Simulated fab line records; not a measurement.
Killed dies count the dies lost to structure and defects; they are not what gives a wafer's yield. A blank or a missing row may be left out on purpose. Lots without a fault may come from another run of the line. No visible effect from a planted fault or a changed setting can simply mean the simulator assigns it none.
What tool caused it? -- flow n5_finfet -- Sampling: 10 lots, 29 wafers, 5 of 1938 route steps

## WHAT EACH GAUGE READ, for each wafer
N5_BEOL_M4_INSPECT_13: inspects for defects (brightfield). Usual: raw_defect_count at 444, with a standard deviation of 120.
lot,measured,on,raw_defect_count,flag
L522,day 7 22:22,defect_inspect-01,361 244 304,
L524,day 7 23:10,defect_inspect-01,535 490 349,
L523,day 8 07:40,defect_inspect-02,493 517 688,
L525,day 8 14:57,defect_inspect-01,634 497 337,
L527,day 8 22:04,defect_inspect-02,431 473 507,
L529,day 9 18:13,defect_inspect-01,312 293,
L535,day 11 00:35,defect_inspect-01,476 504 617,
L539,day 12 02:07,defect_inspect-01,285 386 405,
L541,day 12 21:20,defect_inspect-01,359 335 502,
L543,day 13 05:33,defect_inspect-01,440 513 419,

N5_BEOL_M4_RC_MEAS_101. Usual: DIBL_N 36.3 mV/V, standard deviation 1.4; DIBL_P 36.2 mV/V, standard deviation 1.5; IOFF_N 0.160 nA/um, standard deviation 0.021; IOFF_P 0.211 nA/um, standard deviation 0.027; ION_N 676 uA/um, standard deviation 7.7; ION_P 463 uA/um, standard deviation 5.5; SS_N 71.4 mV/dec, standard deviation 0.57; SS_P 73.3 mV/dec, standard deviation 0.58; VT_N 249.3 mV, standard deviation 2.5; VT_P -250.1 mV, standard deviation 2.6.
lot,measured,on,DIBL_N (mV/V),DIBL_P (mV/V),IOFF_N (nA/um),IOFF_P (nA/um),ION_N (uA/um),ION_P (uA/um),SS_N (mV/dec),SS_P (mV/dec),VT_N (mV),VT_P (mV),flag
L522,day 8 13:32,prober-01,38.2 37.7 39.7,38.3 36.9 38.2,0.174 0.154 0.195,0.251 0.215 0.248,683 675 675,471 464 465,72.4 72.0 72.0,73.7 73.3 73.9,248.6 250.5 248.5,-245.4 -246.7 -249.7,
L524,day 8 15:43,prober-02,37.4 37.2 37.6,37.7 36.4 37.6,0.176 0.156 0.172,0.234 0.216 0.230,681 669 673,472 460 465,71.2 71.7 71.4,74.2 74.4 73.6,245.6 251.1 246.3,-246.2 -246.7 -246.6,
L523,day 8 18:29,prober-01,34.7 35.4 35.9,35.4 35.5 36.0,0.147 0.154 0.162,0.193 0.193 0.212,674 673 676,461 457 463,70.8 71.6 71.6,72.1 73.2 72.9,249.7 250.8 249.0,-250.8 -250.3 -249.7,
L525,day 8 21:04,prober-02,37.4 35.2 37.5,38.7 35.6 38.4,0.190 0.150 0.201,0.217 0.176 0.208,691 671 688,466 457 466,71.3 70.5 71.4,72.6 72.5 72.7,247.0 248.2 245.2,-251.9 -253.0 -251.5,
L527,day 9 13:05,prober-01,38.6 38.2 37.8,37.1 37.4 35.5,0.156 0.152 0.137,0.234 0.229 0.201,668 673 674,467 469 461,71.9 71.0 71.8,73.6 73.6 73.1,252.9 249.7 253.1,-250.9 -249.4 -250.7,
L529,day 10 01:46,prober-01,35.9 36.6,37.6 37.9,0.178 0.185,0.229 0.239,687 675,463 461,71.1 70.8,73.7 73.7,248.4 243.7,-251.9 -249.4,
L535,day 11 09:58,prober-01,36.1 36.5 36.4,35.9 35.2 35.9,0.178 0.171 0.180,0.230 0.226 0.238,679 679 681,475 467 464,72.0 71.3 71.5,74.0 73.6 73.9,245.3 245.6 246.9,-247.7 -244.8 -247.4,
L539,day 12 19:37,prober-02,35.0 35.2 38.0,34.3 34.6 37.7,0.146 0.144 0.191,0.194 0.202 0.251,679 667 679,467 462 467,70.6 70.2 70.8,72.6 72.6 73.4,249.2 249.8 243.9,-249.9 -249.2 -248.9,
L541,day 13 08:55,prober-02,36.2 33.3 35.4,37.0 34.4 36.0,0.155 0.112 0.134,0.210 0.168 0.185,681 667 676,465 460 465,71.0 70.5 71.1,72.6 72.3 72.1,248.7 252.3 250.8,-248.2 -251.6 -252.4,
L543,day 13 20:19,prober-01,36.9 36.1 37.2,37.2 36.4 37.9,0.179 0.162 0.189,0.233 0.231 0.242,680 683 687,468 469 471,71.7 71.4 72.7,73.4 74.0 74.3,249.0 249.9 247.6,-246.6 -250.1 -248.8,

## WHAT TOOL EACH LOT RAN ON (gives the tool, then ch and the chambers of the sampled wafers, and finally the start)
lot,N5_BEOL_M3_ANNEAL_91,N5_BEOL_M3_CO_CAP_55,N5_BEOL_M4_ETCH_63
L522,"pvd_sputter-03, day 7 17:56","cvd_co-02 ch 0,2, day 7 19:24","rie_diel-06 ch 1,3, day 7 22:28"
L524,"pvd_sputter-02, day 7 20:32","cvd_co-02 ch 0,2, day 7 21:59","rie_diel-05 ch 0,1,3, day 7 23:15"
L523,"pvd_sputter-03, day 8 00:11","cvd_co-01 ch 0,1, day 8 02:43","rie_diel-05 ch 0,3, day 8 07:46"
L525,"pvd_sputter-03, day 8 10:33","cvd_co-01 ch 1,2, day 8 12:00","rie_diel-05 ch 0,1,2, day 8 15:31"
L527,"pvd_sputter-01, day 8 19:07","cvd_co-01 ch 0,1,2, day 8 20:33","rie_diel-05 ch 0,1, day 8 22:09"
L529,"pvd_sputter-01, day 9 14:57","cvd_co-02 ch 1,2, day 9 16:28","rie_diel-05 ch 0,1, day 9 18:24"
L535,"pvd_sputter-02, day 10 21:59","cvd_co-02 ch 0,1,2, day 10 23:26","rie_diel-04 ch 0,1, day 11 00:40"
L539,"pvd_sputter-03, day 11 23:35","cvd_co-01 ch 1,2, day 12 01:02","rie_diel-06 ch 2,3, day 12 02:18"
L541,"pvd_sputter-02, day 12 18:10","cvd_co-01 ch 0,1,2, day 12 19:37","rie_diel-04 ch 0,1,2, day 12 21:46"
L543,"pvd_sputter-03, day 13 02:25","cvd_co-02 ch 0,2, day 13 03:51","rie_diel-04 ch 0,1, day 13 05:38"
- N5_BEOL_M3_ANNEAL_91: time 240 s.
- N5_BEOL_M3_CO_CAP_55: material Co, precursor CCTBA/H2, target thk 2 nm, time 102.1 s.
- N5_BEOL_M4_ETCH_63: etches SiARC in CF4, target depth 15.6 nm, time 26 s.

## AS READ BY THE TOOLS THEMSELVES (means over the sampled wafers that have a number; for cases with no such wafer, the mark the record gives instead)
N5_BEOL_M3_ANNEAL_91. Usual: heater_power_w at 837 W, with a standard deviation of 82.
lot,tool,heater_power_w (W),flag
L522,pvd_sputter-03,819,
L524,pvd_sputter-02,822,
L523,pvd_sputter-03,835,
L525,pvd_sputter-03,847,
L527,pvd_sputter-01,839,
L529,pvd_sputter-01,908,
L535,pvd_sputter-02,785,
L539,pvd_sputter-03,881,
L541,pvd_sputter-02,815,
L543,pvd_sputter-03,813,

N5_BEOL_M3_CO_CAP_55. Usual: heater_power_w at 251 W, with a standard deviation of 25.
lot,tool,heater_power_w (W),flag
L522,cvd_co-02,234,
L524,cvd_co-02,256,
L523,cvd_co-01,248,
L525,cvd_co-01,236,
L527,cvd_co-01,239,
L529,cvd_co-02,276,
L535,cvd_co-02,254,
L539,cvd_co-01,234,
L541,cvd_co-01,242,
L543,cvd_co-02,238,

N5_BEOL_M4_ETCH_63. Usual: drypump_motor_current_A 5.8 A, standard deviation 0.4; etch_rf_on_time_s 25.9 s, standard deviation 0.31; oes_product_au 0.69 a.u., standard deviation 0.071; rf_vpp_V 184.5 V, standard deviation 1.2; showerhead_plenum_p_Torr 2.18 Torr, standard deviation 0.069; throttle_valve_pct 15.44 %, standard deviation 0.24.
lot,tool,drypump_motor_current_A (A),etch_rf_on_time_s (s),oes_product_au (a.u.),rf_vpp_V (V),showerhead_plenum_p_Torr (Torr),throttle_valve_pct (%),flag
L522,rie_diel-06,6.5,25.9,0.63,183.4,2.11,15.41,
L524,rie_diel-05,5.5,25.7,0.67,184.7,2.21,15.59,
L523,rie_diel-05,5.4,26.1,0.71,185.0,2.22,15.60,
L525,rie_diel-05,5.5,31.5,0.68,184.8,2.23,15.33,OFF
L527,rie_diel-05,5.4,31.7,0.63,185.3,2.24,15.46,OFF
L529,rie_diel-05,5.3,34.5,0.60,184.4,2.25,15.49,OFF
L535,rie_diel-04,5.6,26.1,0.71,184.6,2.17,15.45,
L539,rie_diel-06,6.3,25.6,0.76,184.5,2.20,15.18,
L541,rie_diel-04,5.8,26.0,0.68,183.5,2.16,15.55,
L543,rie_diel-04,5.6,25.8,0.70,184.3,2.16,15.48,

## THE ANSWER, worked out from the rows above alone
Rule: lot off if the mean of its wafers having a number is beyond 3 standard deviations from the usual mean. Also off: a lot with no number at a reading for which 4 or more lots have one. Any other lot the step has rows for is counted as sound. The gauges are gone through in route order, then the tools' own readings, and for those a lot's mean is taken as printed above. At the first step where some lot is off, the reading lying furthest off is the one used; lots without a number count as furthest.
Off: L525, L527, L529 (N5_BEOL_M4_ETCH_63, etch_rf_on_time_s).
If a tool, at that step or one of the process steps before it, ran each lot that is off and ran no sound lot following the first of them, it fits. One candidate fits, namely rie_diel-05 at N5_BEOL_M4_ETCH_63. Its last sound lot is L523 (day 8 07:46), its first lot that is off L525 (day 8 15:31): a fault that began between those two fits.
On the lots that are off, the tool's own readings at N5_BEOL_M4_ETCH_63 differ by more than 5 times the standard deviation of the sound lots' means, which bears it out; etch_rf_on_time_s reads 32.6 s there versus 25.9 s on the sound lots.

## WHAT WAS PUT IN BY THE SIMULATOR
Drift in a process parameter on rie_diel-05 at N5_BEOL_M4_ETCH_63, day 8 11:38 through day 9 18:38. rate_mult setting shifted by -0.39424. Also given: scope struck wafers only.
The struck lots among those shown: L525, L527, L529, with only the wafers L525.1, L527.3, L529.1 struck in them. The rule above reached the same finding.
